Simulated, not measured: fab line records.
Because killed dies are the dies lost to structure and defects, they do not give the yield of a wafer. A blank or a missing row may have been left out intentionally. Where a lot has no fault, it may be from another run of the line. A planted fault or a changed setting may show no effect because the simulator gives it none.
3 desks looking at one fault :: flow n5 finfet :: each desk holds nothing but its own numbers, with what lay behind them at the end

== AT THE METROLOGY DESK ==
What the gauges read for every lot (on any tool): the sampled wafers with a number, averaged. Any lot whose mean is over 4 standard deviations away from the usual mean is out of limits and marked OUT; that distance is given in the brackets. Readings shown: 7 out of 12 (the first out of limits, and those lying furthest out on some lot).
Columns: A = DIBL_N at N5_BEOL_M4_RC_MEAS_101, usual 36.4 mV/V; B = IOFF_P at N5_BEOL_M4_RC_MEAS_101, usual 0.214 nA/um; C = ION_N at N5_BEOL_M4_RC_MEAS_101, usual 675 uA/um; D = ION_P at N5_BEOL_M4_RC_MEAS_101, usual 463 uA/um; E = SS_N at N5_BEOL_M4_RC_MEAS_101, usual 71.5 mV/dec; F = VT_P at N5_BEOL_M4_RC_MEAS_101, usual -250.1 mV; G = M7_THK at N5_BEOL_M7_THK_MEAS_53, usual 77.7 nm
lot: L952
first seen here: day 8 12:26
A: 35.9
B: 0.217
C: 682
D: 468
E: 71.5
F: -249.9
G: 79.3

lot: L953
first seen here: day 8 15:07
A: 35.4
B: 0.159
C: 661
D: 447
E: 71.4
F: -255.2
G: 77.7

lot: L954
first seen here: day 8 21:29
A: 35.0
B: 0.198
C: 673
D: 461
E: 70.9
F: -251.4
G: 79.8

lot: L959
first seen here: day 10 00:44
A: 38.5
B: 0.238
C: 677
D: 465
E: 72.0
F: -248.4
G: 79.3

lot: L962
first seen here: day 11 01:11
A: 35.3
B: 0.185
C: 666
D: 454
E: 70.9
F: -253.3
G: 114.6 (+19) OUT

lot: L963
first seen here: day 11 04:25
A: 34.0
B: 0.201
C: 671
D: 467
E: 71.1
F: -250.8
G: 134.7 (+30) OUT

lot: L969
first seen here: day 12 10:05
A: 34.4
B: 0.191
C: 673
D: 462
E: 71.2
F: -252.5
G: 75.6

lot: L971
first seen here: day 13 03:38
A: 35.1
B: 0.177
C: 674
D: 457
E: 71.5
F: -253.8
G: 78.2

lot: L973
first seen here: day 13 15:23
A: 37.3
B: 0.218
C: 676
D: 460
E: 71.4
F: -250.6
G: 76.0
This desk's result: L962, L963 out of limits, first on L962 (M7_THK at N5_BEOL_M7_THK_MEAS_53), day 12 05:22. In limits: L952, L953, L954, L959, L969, L971, L973.

== THE DEFECT DESK ==
Counts from the inspections along the route, per lot, as means over the sampled wafers that have a number. Any lot whose mean is over 4 standard deviations away from the usual mean is out of limits and marked OUT; that distance is given in the brackets.
Columns: A = raw defect count at N5_BEOL_M7_INSPECT_58, usual 79
lot: L952
first seen here: day 9 17:23
A: 77

lot: L953
first seen here: day 10 00:37
A: 71

lot: L954
first seen here: day 10 01:23
A: 77

lot: L959
first seen here: day 11 02:02
A: 64

lot: L962
first seen here: day 12 05:31
A: 477 (+15) OUT

lot: L963
first seen here: day 12 07:02
A: 652 (+22) OUT

lot: L969
first seen here: day 13 16:53
A: 66

lot: L971
first seen here: day 14 05:12
A: 86

lot: L973
first seen here: day 14 19:46
A: 48
This desk's verdict: out of limits on L962, L963, starting with L962 at day 12 05:31 (raw defect count at N5_BEOL_M7_INSPECT_58). In limits: L952, L953, L954, L959, L969, L971, L973.

== DESK OF THE TOOL OWNER: cmp-01 ==
The tool's own readings at N5_BEOL_M7_CMP_52 (polishes, stops on SiCOH lowk, t overpolish 6.9 s, target thk 80 nm): means of the sampled wafers that have a number, for each lot that ran on this tool. Any lot whose mean is over 4 standard deviations away from the usual mean is out of limits and marked OUT; that distance is given in the brackets.
Columns: A = barrier field endpoint s at N5_BEOL_M7_CMP_52, usual 29.0 s; B = head pressure psi at N5_BEOL_M7_CMP_52, usual 0.9999 psi; C = motor current A at N5_BEOL_M7_CMP_52, usual 6.3 A; D = overpolish run s at N5_BEOL_M7_CMP_52, usual 6.900 s; E = slurry filter dp kPa at N5_BEOL_M7_CMP_52, usual 13.51 kPa; F = time to endpoint s at N5_BEOL_M7_CMP_52, usual 62.6 s
lot: L952
first seen here: day 9 16:58
A: 29.7
B: 1.0009
C: 6.3
D: 6.897
E: 13.62
F: 63.8

lot: L954
first seen here: day 10 00:58
A: 29.5
B: 1.0004
C: 6.4
D: 6.905
E: 13.47
F: 64.1

lot: L959
first seen here: day 11 01:35
A: 27.8
B: 0.9991
C: 6.4
D: 6.905
E: 13.43
F: 59.9

lot: L962
first seen here: day 12 05:04
A: 34.9 (+9.3) OUT
B: 1.0001
C: 6.9
D: 4.617 (-99 or more) OUT
E: 13.44
F: 68.6

lot: L963
first seen here: day 12 06:38
A: 37.6 (+13) OUT
B: 0.9989
C: 6.7
D: 3.472 (-99 or more) OUT
E: 13.49
F: 70.8
This desk's verdict: out of limits on L962, L963, starting with L962 at day 12 05:04 (barrier field endpoint s at N5_BEOL_M7_CMP_52). In limits: L952, L954, L959.

== ALL TOGETHER ==
An alarm could have come from the tool owner's desk at day 12 05:04, on L962, L963.
On L962, L963, the metrology desk was in a position to raise an alarm at day 12 05:22.
The defect desk could have raised an alarm at day 12 05:31, on L962, L963.
On cmp-01, each named lot ran N5_BEOL_M7_CMP_52.

== WHAT THE SIMULATOR HAD INSERTED ==
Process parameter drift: cmp-01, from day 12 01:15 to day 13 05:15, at N5_BEOL_M7_CMP_52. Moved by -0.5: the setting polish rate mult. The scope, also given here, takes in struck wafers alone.
Lots struck among those shown: L962, L963.
Hours from the fault's start to each desk's first reading out of limits: the tool owner's desk, 4; the metrology desk, 4; the defect desk, 4.
